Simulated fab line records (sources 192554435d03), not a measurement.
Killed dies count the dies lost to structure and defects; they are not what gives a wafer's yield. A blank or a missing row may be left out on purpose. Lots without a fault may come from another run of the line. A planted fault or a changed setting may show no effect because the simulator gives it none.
fab line records + flow n5_finfet
[record]
- lots = 7
- wafers = 39
route steps=1938 shown FIN_SAQP@96 DUMMY_GATE@237
start_h: start of the lot's first displayed wafer, in hours after the record's first day + wait_h: hours since the lot's step before + " the same as in the row above + L1.1+2: a row that stands for several wafers + - no value, or no start was given + * or withheld: withheld + < > ~ a bound
route shown NAME@n: a module of which the file shows steps, and the number in the route of the first + usual: the fault-free wafers' mean and standard deviation + same: alike in all rows + chamber/n: place in a boat + sites: readings site by site + _std_site: how widely they spread, as a standard deviation + _edge_site: inner sites' mean taken away from outer sites' mean + radius_mm: how far each site lies from the wafer's centre + mask NAME#n: copy n + behind: the most recent tool/chamber to have shaped the wafer + hold: what put the lot on hold/how long, in hours/how the hold closed + device: whichever transistor did not switch (one of n, p or np) + end of line: tests of these same wafers at the route's end + for a step that has no rows: nothing shown but its recipe + killed: dies that structure and defects cost at the first sort, which is not the same as the wafer's yield + map: per-die view of a wafer (x killed, . not killed, _ where there is no die)
set.NAME: the setting the step ran with; set.NAME@STEP: the setting that earlier step ran with + model.NAME: the simulator's own value behind a step, which no gauge read
one table per step and one row per wafer, for lots whose settings were changed on purpose
[[steps]]
[step N5_FIN_SAQP_HM_DEP_03]
[recipe]
- material = SiNx
- target_thk_a = 380
- temp_c = 400
- precursor = SiH4/NH3/N2
- pressure_torr = 1.5
- rf_w = 300
- time_s = 33.6
| lot.wafer | tool     | chamber | start_h | wait_h | set.target_thk_a | model.SiNx_of_FIN_SAQP_HM_DEP_03.thk_nm |
|-----------|----------|---------|---------|--------|------------------|-----------------------------------------|
| L077.1    | pecvd-03 | 0       | 38.88   | 0.2    | 359.2            | 35.51                                   |
| L077.2    | "        | 1       | "       | "      | 380              | 37.71                                   |
| L077.3    | "        | 1       | "       | "      | 380              | 37.89                                   |
| L077.4    | "        | 0       | "       | "      | 359.2            | 35.92                                   |
| L077.5    | "        | 1       | "       | "      | 380              | 38.24                                   |
| L077.6    | "        | 0       | "       | "      | 359.2            | 36.25                                   |
| L078.2    | pecvd-03 | 1       | 45.54   | 0.2    | 380              | 37.66                                   |
| L078.3    | "        | 1       | "       | "      | 380              | 38.37                                   |
| L078.5    | "        | 0       | "       | "      | 380              | 38.29                                   |
| L079.1    | pecvd-02 | 2       | 50.84   | 0.2    | 380              | 37.74                                   |
| L079.2    | "        | 1       | "       | "      | 422.4            | 41.7                                    |
| L079.3    | "        | 0       | "       | "      | 380              | 37.69                                   |
| L079.4    | "        | 2       | "       | "      | 380              | 37.6                                    |
| L079.5    | "        | 0       | "       | "      | 422.4            | 42.8                                    |
| L079.6    | "        | 1       | "       | "      | 422.4            | 42.15                                   |
| L080.1    | pecvd-01 | 0       | 57.12   | 0.2    | 336.4            | 33.23                                   |
| L080.2    | "        | 1       | "       | "      | 380              | 37.74                                   |
| L080.3    | "        | 2       | "       | "      | 336.4            | 33.14                                   |
| L080.4    | "        | 0       | "       | "      | 380              | 38.01                                   |
| L080.5    | "        | 1       | "       | "      | 380              | 38.48                                   |
| L080.6    | "        | 2       | "       | "      | 336.4            | 34.15                                   |
| L082.1    | pecvd-03 | 1       | 69.83   | 0.2    | 380              | 37.34                                   |
| L082.2    | "        | 0       | "       | "      | 380              | 37.64                                   |
| L082.3    | "        | 2       | "       | "      | 380              | 37.09                                   |
| L082.4    | "        | 0       | "       | "      | 380              | 38.32                                   |
| L082.5    | "        | 1       | "       | "      | 380              | 37.73                                   |
| L082.6    | "        | 2       | "       | "      | 380              | 37.66                                   |
| L095.1    | pecvd-01 | 0       | 148.49  | 0.2    | 380              | 37.29                                   |
| L095.2    | "        | 1       | "       | "      | 380              | 37.83                                   |
| L095.3    | "        | 2       | "       | "      | 380              | 37.74                                   |
| L095.4    | "        | 2       | "       | "      | 380              | 38.65                                   |
| L095.5    | "        | 1       | "       | "      | 380              | 38.4                                    |
| L095.6    | "        | 0       | "       | "      | 380              | 37.46                                   |
| L097.1    | pecvd-02 | 1       | 162.16  | 0.2    | 345.6            | 33.55                                   |
| L097.2    | "        | 0       | "       | "      | 345.6            | 34.15                                   |
| L097.3    | "        | 2       | "       | "      | 380              | 37.32                                   |
| L097.4    | "        | 0       | "       | "      | 380              | 38.41                                   |
| L097.5    | "        | 1       | "       | "      | 345.6            | 34.36                                   |
| L097.6    | "        | 2       | "       | "      | 380              | 38.66                                   |
[step N5_FIN_SAQP_THK_MEAS_05]
[usual]
- thk_nm = 37.9/0.47
| lot.wafer | tool          | chamber | start_h | wait_h | set.target_thk_a@FIN_SAQP_HM_DEP_03 | thk_nm |
|-----------|---------------|---------|---------|--------|-------------------------------------|--------|
| L077.1    | film_metro-01 | -       | 39.00   | 0.1    | 359.2                               | 35.6   |
| L077.2    | "             | -       | "       | "      | 380                                 | 37.7   |
| L077.3    | "             | -       | "       | "      | 380                                 | 37.9   |
| L077.4    | "             | -       | "       | "      | 359.2                               | 35.9   |
| L077.5    | "             | -       | "       | "      | 380                                 | 38.2   |
| L077.6    | "             | -       | "       | "      | 359.2                               | 36.3   |
| L078.2    | film_metro-01 | -       | 45.65   | 0.1    | 380                                 | 37.7   |
| L078.3    | "             | -       | "       | "      | 380                                 | 38.3   |
| L078.5    | "             | -       | "       | "      | 380                                 | 38.3   |
| L079.1    | film_metro-01 | -       | 50.93   | 0.1    | 380                                 | 37.7   |
| L079.2    | "             | -       | "       | "      | 422.4                               | 41.7   |
| L079.3    | "             | -       | "       | "      | 380                                 | 37.7   |
| L079.4    | "             | -       | "       | "      | 380                                 | 37.6   |
| L079.5    | "             | -       | "       | "      | 422.4                               | 42.8   |
| L079.6    | "             | -       | "       | "      | 422.4                               | 42.1   |
| L080.1    | film_metro-02 | -       | 57.20   | 0.1    | 336.4                               | 33.3   |
| L080.2    | "             | -       | "       | "      | 380                                 | 37.7   |
| L080.3    | "             | -       | "       | "      | 336.4                               | 33.2   |
| L080.4    | "             | -       | "       | "      | 380                                 | 38.0   |
| L080.5    | "             | -       | "       | "      | 380                                 | 38.5   |
| L080.6    | "             | -       | "       | "      | 336.4                               | 34.1   |
| L082.1    | film_metro-02 | -       | 69.92   | 0.1    | 380                                 | 37.3   |
| L082.2    | "             | -       | "       | "      | 380                                 | 37.6   |
| L082.3    | "             | -       | "       | "      | 380                                 | 37.1   |
| L082.4    | "             | -       | "       | "      | 380                                 | 38.3   |
| L082.5    | "             | -       | "       | "      | 380                                 | 37.7   |
| L082.6    | "             | -       | "       | "      | 380                                 | 37.7   |
| L095.1    | film_metro-02 | -       | 148.59  | 0.1    | 380                                 | 37.3   |
| L095.2    | "             | -       | "       | "      | 380                                 | 37.9   |
| L095.3    | "             | -       | "       | "      | 380                                 | 37.8   |
| L095.4    | "             | -       | "       | "      | 380                                 | 38.7   |
| L095.5    | "             | -       | "       | "      | 380                                 | 38.4   |
| L095.6    | "             | -       | "       | "      | 380                                 | 37.5   |
| L097.1    | film_metro-02 | -       | 162.25  | 0.1    | 345.6                               | 33.6   |
| L097.2    | "             | -       | "       | "      | 345.6                               | 34.1   |
| L097.3    | "             | -       | "       | "      | 380                                 | 37.4   |
| L097.4    | "             | -       | "       | "      | 380                                 | 38.4   |
| L097.5    | "             | -       | "       | "      | 345.6                               | 34.3   |
| L097.6    | "             | -       | "       | "      | 380                                 | 38.6   |
[step N5_FIN_SAQP_MANDREL_ETCH_22]
[recipe]
- target_depth_a = 600
- chemistry = HBr/Cl2
- target = a-Si
- stop_on = SiNx
- bt_time_s = 10
- over_etch_frac = 0.5
- time_s = 30
- pressure_mtorr = 10
- icp_w = 800
- bias_w = 75
- HBr_flow_sccm = 150
- Cl2_flow_sccm = 80
- ends = end_point
| lot.wafer | tool      | chamber | start_h | wait_h | set.icp_w | model.SOC_of_FIN_SAQP_COAT_49.thk_nm |
|-----------|-----------|---------|---------|--------|-----------|--------------------------------------|
| L077.1    | rie_si-04 | 0       | 40.11   | 0.0    | 852.1     | 75.23                                |
| L077.2    | "         | 3       | "       | "      | 852.1     | 75.55                                |
| L077.3    | "         | 2       | "       | "      | 800       | 75.68                                |
| L077.4    | "         | 1       | "       | "      | 852.1     | 74.93                                |
| L077.5    | "         | 2       | "       | "      | 800       | 75.2                                 |
| L077.6    | "         | 1       | "       | "      | 800       | 75.3                                 |
| L078.2    | rie_si-04 | 1       | 46.64   | 0.0    | 800       | 75.49                                |
| L078.3    | "         | 2       | "       | "      | 800       | 75.9                                 |
| L078.5    | "         | 3       | "       | "      | 800       | 76.24                                |
| L079.1    | rie_si-04 | 3       | 52.07   | 0.0    | 891.6     | 75.63                                |
| L079.2    | "         | 2       | "       | "      | 891.6     | 74.98                                |
| L079.3    | "         | 0       | "       | "      | 800       | 76.91                                |
| L079.4    | "         | 1       | "       | "      | 891.6     | 74.67                                |
| L079.5    | "         | 1       | "       | "      | 800       | 76.05                                |
| L079.6    | "         | 2       | "       | "      | 800       | 76.34                                |
| L080.1    | rie_si-04 | 0       | 58.28   | 0.0    | 800       | 76.77                                |
| L080.2    | "         | 1       | "       | "      | 800       | 75.52                                |
| L080.3    | "         | 2       | "       | "      | 800       | 75.32                                |
| L080.4    | "         | 3       | "       | "      | 800       | 76.38                                |
| L080.5    | "         | 1       | "       | "      | 800       | 75.39                                |
| L080.6    | "         | 0       | "       | "      | 800       | 76.08                                |
| L082.1    | rie_si-03 | 3       | 71.03   | 0.0    | 858.1     | 75.38                                |
| L082.2    | "         | 2       | "       | "      | 800       | 76.38                                |
| L082.3    | "         | 0       | "       | "      | 858.1     | 75.58                                |
| L082.4    | "         | 0       | "       | "      | 858.1     | 75.67                                |
| L082.5    | "         | 3       | "       | "      | 800       | 76.18                                |
| L082.6    | "         | 2       | "       | "      | 800       | 76.41                                |
| L095.1    | rie_si-04 | 3       | 150.47  | 0.0    | 800       | 76.87                                |
| L095.2    | "         | 1       | "       | "      | 657.3     | 78.28                                |
| L095.3    | "         | 0       | "       | "      | 657.3     | 78.23                                |
| L095.4    | "         | 2       | "       | "      | 657.3     | 77.52                                |
| L095.5    | "         | 1       | "       | "      | 800       | 76.06                                |
| L095.6    | "         | 0       | "       | "      | 800       | 76.32                                |
| L097.1    | rie_si-04 | 0       | 163.47  | 0.0    | 649.3     | 78.21                                |
| L097.2    | "         | 1       | "       | "      | 649.3     | 77.86                                |
| L097.3    | "         | 3       | "       | "      | 800       | 76.35                                |
| L097.4    | "         | 2       | "       | "      | 649.3     | 77.99                                |
| L097.5    | "         | 1       | "       | "      | 800       | 75.8                                 |
| L097.6    | "         | 2       | "       | "      | 800       | 75.64                                |
[step N5_FIN_SAQP_STRIP_55]
[recipe]
- chemistry = N2/H2
- power_w = 500
- temp_c = 40
- pressure_mtorr = 50
- rf_frequency_hz = 6e+07
- overash_fraction = 0.3
- bias_power_w = 28
- h2_frac = 0.5
- n2_flow_sccm = 300
- h2_flow_sccm = 300
[step N5_FIN_SAQP_STRIP_23]
[recipe]
- chemistry = SPM
- time_s = 750
- temp_c = 130
- h2so4_h2o2_vol_ratio = 4
[step N5_FIN_SAQP_MANDREL2_REMOVE_60]
[recipe]
- chemistry = HBr/Cl2/O2
- bt_time_s = 10
- target = a-Si
- stop_on = SiNx
- endpoint = OES-SiCl
- over_etch_frac = 1
- icp_w = 600
- bias_w = 22
- HBr_flow_sccm = 150
- Cl2_flow_sccm = 80
- O2_flow_sccm = 5
- pressure_mtorr = 10
[step N5_FIN_SAQP_HM_OPEN_33]
[recipe]
- chemistry = CH3F/O2
- target = SiNx
- mask_material = SiO2
- target_depth_a = 494
- time_s = 70.6
- pressure_mtorr = 30
- source_w = 395
- bias_w = 73
- Ar_flow_sccm = 150
- CH3F_flow_sccm = 30
- O2_flow_sccm = 20
- ion_energy_ev = 120
- ends = cleared
[usual]
- etch_rf_on_time_s = 69.8/1.7
| lot.wafer | tool        | chamber | start_h | wait_h | set.target_thk_a@FIN_SAQP_HM_DEP_03 | etch_rf_on_time_s | model.etch.depth_nm |
|-----------|-------------|---------|---------|--------|-------------------------------------|-------------------|---------------------|
| L077.1    | rie_diel-02 | 0       | 44.57   | 0.0    | 359.2                               | 63.8              | 34.88               |
| L077.2    | "           | 1       | "       | "      | 380                                 | 68.9              | 37.03               |
| L077.3    | "           | 2       | "       | "      | 380                                 | 69.6              | 37.26               |
| L077.4    | "           | 3       | "       | "      | 359.2                               | 65.5              | 35.29               |
| L077.5    | "           | 1       | "       | "      | 380                                 | 69.7              | 37.61               |
| L077.6    | "           | 2       | "       | "      | 359.2                               | 66.7              | 35.62               |
| L078.2    | rie_diel-05 | 3       | 50.04   | 0.0    | 380                                 | 69.8              | 37.03               |
| L078.3    | "           | 2       | "       | "      | 380                                 | 71.1              | 37.69               |
| L078.5    | "           | 0       | "       | "      | 380                                 | 67.7              | 37.66               |
| L079.1    | rie_diel-06 | 0       | 55.79   | 0.0    | 380                                 | 70.9              | 37.12               |
| L079.2    | "           | 3       | "       | "      | 422.4                               | 76.5              | 41.07               |
| L079.3    | "           | 1       | "       | "      | 380                                 | 69.1              | 37.01               |
| L079.4    | "           | 3       | "       | "      | 380                                 | 69.8              | 36.97               |
| L079.5    | "           | 1       | "       | "      | 422.4                               | 78.8              | 42.12               |
| L079.6    | "           | 0       | "       | "      | 422.4                               | 78.7              | 41.52               |
| L080.1    | rie_diel-06 | 3       | 61.86   | 0.1    | 336.4                               | 60.8              | 32.6                |
| L080.2    | "           | 0       | "       | "      | 380                                 | 69.7              | 37.09               |
| L080.3    | "           | 2       | "       | "      | 336.4                               | 61.6              | 32.52               |
| L080.4    | "           | 1       | "       | "      | 380                                 | 69.2              | 37.32               |
| L080.5    | "           | 3       | "       | "      | 380                                 | 70.9              | 37.82               |
| L080.6    | "           | 2       | "       | "      | 336.4                               | 63.6              | 33.46               |
| L082.1    | rie_diel-02 | 1       | 74.41   | 0.0    | 380                                 | 67.4              | 36.71               |
| L082.2    | "           | 0       | "       | "      | 380                                 | 67.6              | 36.95               |
| L082.3    | "           | 2       | "       | "      | 380                                 | 68.7              | 36.46               |
| L082.4    | "           | 3       | "       | "      | 380                                 | 69.6              | 37.69               |
| L082.5    | "           | 3       | "       | "      | 380                                 | 68.6              | 37.11               |
| L082.6    | "           | 2       | "       | "      | 380                                 | 69.3              | 36.97               |
| L095.1    | rie_diel-06 | 1       | 155.99  | 0.2    | 380                                 | 69.1              | 36.61               |
| L095.2    | "           | 2       | "       | "      | 380                                 | 72.4              | 37.2                |
| L095.3    | "           | 3       | "       | "      | 380                                 | 70.1              | 37.11               |
| L095.4    | "           | 3       | "       | "      | 380                                 | 71.6              | 38.02               |
| L095.5    | "           | 2       | "       | "      | 380                                 | 73.1              | 37.72               |
| L095.6    | "           | 1       | "       | "      | 380                                 | 69.3              | 36.84               |
| L097.1    | rie_diel-05 | 3       | 167.26  | 0.0    | 345.6                               | 61.4              | 32.92               |
| L097.2    | "           | 1       | "       | "      | 345.6                               | 63.2              | 33.47               |
| L097.3    | "           | 2       | "       | "      | 380                                 | 68.4              | 36.69               |
| L097.4    | "           | 1       | "       | "      | 380                                 | 71.3              | 37.79               |
| L097.5    | "           | 2       | "       | "      | 345.6                               | 63.3              | 33.73               |
| L097.6    | "           | 3       | "       | "      | 380                                 | 71.8              | 38.03               |
[step N5_FIN_SAQP_ETCH_34]
[recipe]
- chemistry = C4F6/O2
- target = SiO2
- target_depth_a = 450
- time_s = 15
- ion_energy_ev = 250
- pressure_mtorr = 30
- source_w = 345
- bias_w = 185
- Ar_flow_sccm = 300
- C4F6_flow_sccm = 10
- O2_flow_sccm = 10
- ends = cleared
[step N5_FIN_SAQP_STRIP_77]
[recipe]
- chemistry = N2/H2
- time_s = 90
- power_w = 100
- temp_c = 40
- pressure_mtorr = 100
- rf_frequency_hz = 6e+07
- bias_power_w = 3
- n2_flow_sccm = 300
- h2_flow_sccm = 300
[step N5_FIN_SAQP_ETCH_64]
[recipe]
- chemistry = CF4
- target = SiO2
- target_depth_a = 15
- ion_energy_ev = 350
- pressure_mtorr = 10
- icp_w = 800
- bias_w = 400
- cf4_flow_sccm = 80
[step N5_FIN_SAQP_FIN_ETCH_36]
[recipe]
- chemistry = HBr/Cl2/O2
- target_depth_a = 1200
- mask_material = SiNx
- time_s = 50.4
- bias_w = 102
- pressure_mtorr = 10
- icp_w = 800
- HBr_flow_sccm = 150
- Cl2_flow_sccm = 80
- O2_flow_sccm = 12
| lot.wafer | tool      | chamber | start_h | wait_h | set.target_thk_a@FIN_SAQP_HM_DEP_03 | model.SiNx_of_FIN_SAQP_HM_DEP_03.thk_nm |
|-----------|-----------|---------|---------|--------|-------------------------------------|-----------------------------------------|
| L077.1    | rie_si-03 | 3       | 44.86   | 0.0    | 359.2                               | 18.6                                    |
| L077.2    | "         | 2       | "       | "      | 380                                 | 20.8                                    |
| L077.3    | "         | 0       | "       | "      | 380                                 | 21.2                                    |
| L077.4    | "         | 1       | "       | "      | 359.2                               | 19.2                                    |
| L077.5    | "         | 3       | "       | "      | 380                                 | 21.4                                    |
| L077.6    | "         | 0       | "       | "      | 359.2                               | 19.6                                    |
| L078.2    | rie_si-03 | 1       | 50.33   | 0.0    | 380                                 | 20.8                                    |
| L078.3    | "         | 0       | "       | "      | 380                                 | 21.6                                    |
| L078.5    | "         | 2       | "       | "      | 380                                 | 21.4                                    |
| L079.1    | rie_si-01 | 1       | 56.07   | 0.0    | 380                                 | 21                                      |
| L079.2    | "         | 3       | "       | "      | 422.4                               | 24.4                                    |
| L079.3    | "         | 0       | "       | "      | 380                                 | 20.6                                    |
| L079.4    | "         | 2       | "       | "      | 380                                 | 20.8                                    |
| L079.5    | "         | 2       | "       | "      | 422.4                               | 25.8                                    |
| L079.6    | "         | 3       | "       | "      | 422.4                               | 24.8                                    |
| L080.1    | rie_si-01 | 2       | 62.14   | 0.0    | 336.4                               | 16.4                                    |
| L080.2    | "         | 1       | "       | "      | 380                                 | 21                                      |
| L080.3    | "         | 0       | "       | "      | 336.4                               | 16.2                                    |
| L080.4    | "         | 3       | "       | "      | 380                                 | 20.4                                    |
| L080.5    | "         | 2       | "       | "      | 380                                 | 21.6                                    |
| L080.6    | "         | 1       | "       | "      | 336.4                               | 17.2                                    |
| L082.1    | rie_si-04 | 3       | 74.70   | 0.0    | 380                                 | 21                                      |
| L082.2+6  | "         | 1,2     | "       | "      | 380                                 | 20.4                                    |
| L082.3    | "         | 2       | "       | "      | 380                                 | 19.8                                    |
| L082.4    | "         | 1       | "       | "      | 380                                 | 21.2                                    |
| L082.5    | "         | 3       | "       | "      | 380                                 | 21.4                                    |
| L095.1    | rie_si-01 | 1       | 156.27  | 0.0    | 380                                 | 20.4                                    |
| L095.2    | "         | 2       | "       | "      | 380                                 | 20.8                                    |
| L095.3+6  | "         | 3,0     | "       | "      | 380                                 | 20.2                                    |
| L095.4    | "         | 0       | "       | "      | 380                                 | 21.4                                    |
| L095.5    | "         | 1       | "       | "      | 380                                 | 21.6                                    |
| L097.1    | rie_si-03 | 3       | 167.55  | 0.0    | 345.6                               | 16.6                                    |
| L097.2    | "         | 0       | "       | "      | 345.6                               | 17.4                                    |
| L097.3    | "         | 1       | "       | "      | 380                                 | 20.6                                    |
| L097.4    | "         | 0       | "       | "      | 380                                 | 21.8                                    |
| L097.5    | "         | 3       | "       | "      | 345.6                               | 17.6                                    |
| L097.6    | "         | 1       | "       | "      | 380                                 | 22                                      |
[step N5_DUMMY_GATE_ETCH_37]
[recipe]
- chemistry = N2/H2
- target = SOC
- target_depth_a = 600
- overetch_a = 300
- temp_c = 40
- ion_energy_ev = 200
- pressure_mtorr = 30
- source_w = 840
- bias_w = 150
- n2_flow_sccm = 200
- h2_flow_sccm = 200
[usual]
- rf_vpp_V = 523.8/2.1
| lot.wafer | tool        | chamber | start_h | wait_h | set.source_w | rf_vpp_V |
|-----------|-------------|---------|---------|--------|--------------|----------|
| L077.1    | rie_diel-04 | 2       | 65.21   | 0.0    | 998.8        | 494.0    |
| L077.2    | "           | 1       | "       | "      | 840          | 527.6    |
| L077.3    | "           | 0       | "       | "      | 998.8        | 497.4    |
| L077.4    | "           | 3       | "       | "      | 840          | 522.5    |
| L077.5    | "           | 0       | "       | "      | 840          | 526.1    |
| L077.6    | "           | 1       | "       | "      | 998.8        | 497.4    |
| L078.2    | rie_diel-03 | 3       | 71.64   | 0.0    | 840          | 525.0    |
| L078.3    | "           | 1       | "       | "      | 840          | 526.1    |
| L078.5    | "           | 2       | "       | "      | 840          | 521.6    |
| L079.1    | rie_diel-03 | 2       | 75.75   | 0.0    | 880.9        | 513.4    |
| L079.2    | "           | 3       | "       | "      | 880.9        | 517.0    |
| L079.3    | "           | 0       | "       | "      | 840          | 525.1    |
| L079.4    | "           | 1       | "       | "      | 840          | 524.6    |
| L079.5    | "           | 1       | "       | "      | 840          | 525.0    |
| L079.6    | "           | 2       | "       | "      | 880.9        | 513.3    |
| L080.1    | rie_diel-03 | 2       | 82.08   | 0.0    | 729.2        | 545.8    |
| L080.2    | "           | 1       | "       | "      | 729.2        | 550.6    |
| L080.3    | "           | 3       | "       | "      | 840          | 524.3    |
| L080.4    | "           | 2       | "       | "      | 729.2        | 545.8    |
| L080.5    | "           | 1       | "       | "      | 840          | 525.1    |
| L080.6    | "           | 3       | "       | "      | 840          | 522.5    |
| L082.1    | rie_diel-03 | 0       | 99.80   | 0.0    | 840          | 524.0    |
| L082.2    | "           | 2       | "       | "      | 884.6        | 512.8    |
| L082.3    | "           | 3       | "       | "      | 884.6        | 515.8    |
| L082.4    | "           | 1       | "       | "      | 840          | 525.8    |
| L082.5    | "           | 2       | "       | "      | 840          | 522.6    |
| L082.6    | "           | 3       | "       | "      | 884.6        | 515.5    |
| L095.1    | rie_diel-01 | 1       | 180.36  | 0.0    | 840          | 520.3    |
| L095.2    | "           | 2       | "       | "      | 840          | 524.2    |
| L095.3    | "           | 0       | "       | "      | 840          | 524.9    |
| L095.4    | "           | 3       | "       | "      | 840          | 522.4    |
| L095.5    | "           | 2       | "       | "      | 840          | 523.2    |
| L095.6    | "           | 3       | "       | "      | 840          | 522.5    |
| L097.1    | rie_diel-04 | 3       | 188.66  | 0.0    | 840          | 521.6    |
| L097.2    | "           | 1       | "       | "      | 840          | 526.4    |
| L097.3    | "           | 0       | "       | "      | 840          | 527.1    |
| L097.4    | "           | 2       | "       | "      | 840          | 522.8    |
| L097.5    | "           | 1       | "       | "      | 840          | 528.0    |
| L097.6    | "           | 0       | "       | "      | 840          | 525.6    |
[step N5_DUMMY_GATE_ETCH_31]
[recipe]
- chemistry = C4F6/O2
- target = SiO2
- mask_material = SOC
- target_depth_a = 825
- time_s = 27.5
- ion_energy_ev = 250
- pressure_mtorr = 30
- source_w = 345
- bias_w = 185
- Ar_flow_sccm = 300
- C4F6_flow_sccm = 10
- O2_flow_sccm = 10
| lot.wafer | tool        | chamber | start_h | wait_h | set.target_depth_a | model.etch.depth_nm | model.SOC_of_DUMMY_GATE_COAT_34.thk_nm |
|-----------|-------------|---------|---------|--------|--------------------|---------------------|----------------------------------------|
| L077.1    | rie_diel-01 | 0       | 65.49   | 0.0    | 736.7              | 74.2                | 52.6                                   |
| L077.2    | "           | 2       | "       | "      | 825                | 79.57               | 52.4                                   |
| L077.3    | "           | 1       | "       | "      | 736.7              | 72.12               | 52.8                                   |
| L077.4    | "           | 3       | "       | "      | 825                | 81.35               | 51.8                                   |
| L077.5    | "           | 3       | "       | "      | 736.7              | 72.78               | 52.8                                   |
| L077.6    | "           | 0       | "       | "      | 825                | 82.65               | 51.8                                   |
| L078.2    | rie_diel-01 | 1       | 71.92   | 0.0    | 825                | 80.27               | 52                                     |
| L078.3    | "           | 3       | "       | "      | 825                | 80.77               | 52                                     |
| L078.5    | "           | 1       | "       | "      | 825                | 79.5                | 52.2                                   |
| L079.1    | rie_diel-04 | 1       | 76.02   | 0.0    | 825                | 84.05               | 51.8                                   |
| L079.2    | "           | 3       | "       | "      | 736.9              | 75.13               | 52.6                                   |
| L079.3    | "           | 0       | "       | "      | 736.9              | 73.19               | 52.6                                   |
| L079.4    | "           | 2       | "       | "      | 736.9              | 72.79               | 52.6                                   |
| L079.5    | "           | 1       | "       | "      | 825                | 84.28               | 51.8                                   |
| L079.6    | "           | 0       | "       | "      | 825                | 82.34               | 52                                     |
| L080.1    | rie_diel-01 | 3       | 82.36   | 0.0    | 825                | 80.91               | 51.8                                   |
| L080.2    | "           | 1       | "       | "      | 765.9              | 74.59               | 52.6                                   |
| L080.3    | "           | 2       | "       | "      | 825                | 80.32               | 52.2                                   |
| L080.4    | "           | 0       | "       | "      | 825                | 83.1                | 51.8                                   |
| L080.5    | "           | 3       | "       | "      | 765.9              | 75.5                | 52.4                                   |
| L080.6    | "           | 0       | "       | "      | 765.9              | 77.06               | 52                                     |
| L082.1    | rie_diel-01 | 2       | 100.08  | 0.0    | 825                | 79.62               | 52.2                                   |
| L082.2    | "           | 0       | "       | "      | 733.7              | 74.31               | 52.4                                   |
| L082.3    | "           | 1       | "       | "      | 825                | 81.6                | 51.6                                   |
| L082.4    | "           | 3       | "       | "      | 733.7              | 72.24               | 52.6                                   |
| L082.5    | "           | 2       | "       | "      | 825                | 80.56               | 51.8                                   |
| L082.6    | "           | 1       | "       | "      | 733.7              | 72.63               | 52.6                                   |
| L095.1    | rie_diel-03 | 0       | 180.64  | 0.0    | 825                | 79.42               | 52.2                                   |
| L095.2    | "           | 3       | "       | "      | 723.7              | 72.95               | 52.8                                   |
| L095.3    | "           | 1       | "       | "      | 825                | 82.17               | 51.8                                   |
| L095.4    | "           | 2       | "       | "      | 723.7              | 71.55               | 52.8                                   |
| L095.5    | "           | 0       | "       | "      | 723.7              | 69.72               | 53                                     |
| L095.6    | "           | 3       | "       | "      | 825                | 82.12               | 51.6                                   |
| L097.1    | rie_diel-01 | 3       | 188.95  | 0.0    | 903.5              | 88.53               | 51.2                                   |
| L097.2    | "           | 1       | "       | "      | 825                | 80.6                | 51.8                                   |
| L097.3    | "           | 0       | "       | "      | 903.5              | 91.36               | 50.6                                   |
| L097.4    | "           | 2       | "       | "      | 903.5              | 87.32               | 51.4                                   |
| L097.5    | "           | 3       | "       | "      | 825                | 80.77               | 51.8                                   |
| L097.6    | "           | 2       | "       | "      | 825                | 79.74               | 52                                     |
[[key]]
[split]
- step = N5_FIN_SAQP_HM_DEP_03
- setting = target_thk_a
- stated = 380
- by = wafer
[response]
- step = N5_FIN_SAQP_HM_DEP_03
- reading = model.SiNx_of_FIN_SAQP_HM_DEP_03.thk_nm
- change = +0.412
- per = 1%
- r = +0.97
[response]
- step = N5_FIN_SAQP_THK_MEAS_05
- reading = thk_nm
- change = *
- per = 1%
- r = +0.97
[response]
- step = N5_FIN_SAQP_HM_OPEN_33
- reading = etch_rf_on_time_s
- change = *
- per = 1%
- r = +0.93
[response]
- step = N5_FIN_SAQP_HM_OPEN_33
- reading = model.etch.depth_nm
- change = +0.411
- per = 1%
- r = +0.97
[response]
- step = N5_FIN_SAQP_FIN_ETCH_36
- reading = model.SiNx_of_FIN_SAQP_HM_DEP_03.thk_nm
- change = +0.399
- per = 1%
- r = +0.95
[split]
- step = N5_FIN_SAQP_MANDREL_ETCH_22
- setting = icp_w
- stated = 800
- by = wafer
[response]
- step = N5_FIN_SAQP_MANDREL_ETCH_22
- reading = model.SOC_of_FIN_SAQP_COAT_49.thk_nm
- change = -0.0999
- per = 1%
- r = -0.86
[split]
- step = N5_DUMMY_GATE_ETCH_37
- setting = source_w
- stated = 840
- by = wafer
[response]
- step = N5_DUMMY_GATE_ETCH_37
- reading = rf_vpp_V
- change = -1.65
- per = 1%
- r = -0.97
[split]
- step = N5_DUMMY_GATE_ETCH_31
- setting = target_depth_a
- stated = 825
- by = wafer
[response]
- step = N5_DUMMY_GATE_ETCH_31
- reading = model.etch.depth_nm
- change = +0.809
- per = 1%
- r = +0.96
[response]
- step = N5_DUMMY_GATE_ETCH_31
- reading = model.SOC_of_DUMMY_GATE_COAT_34.thk_nm
- change = -0.0712
- per = 1%
- r = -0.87
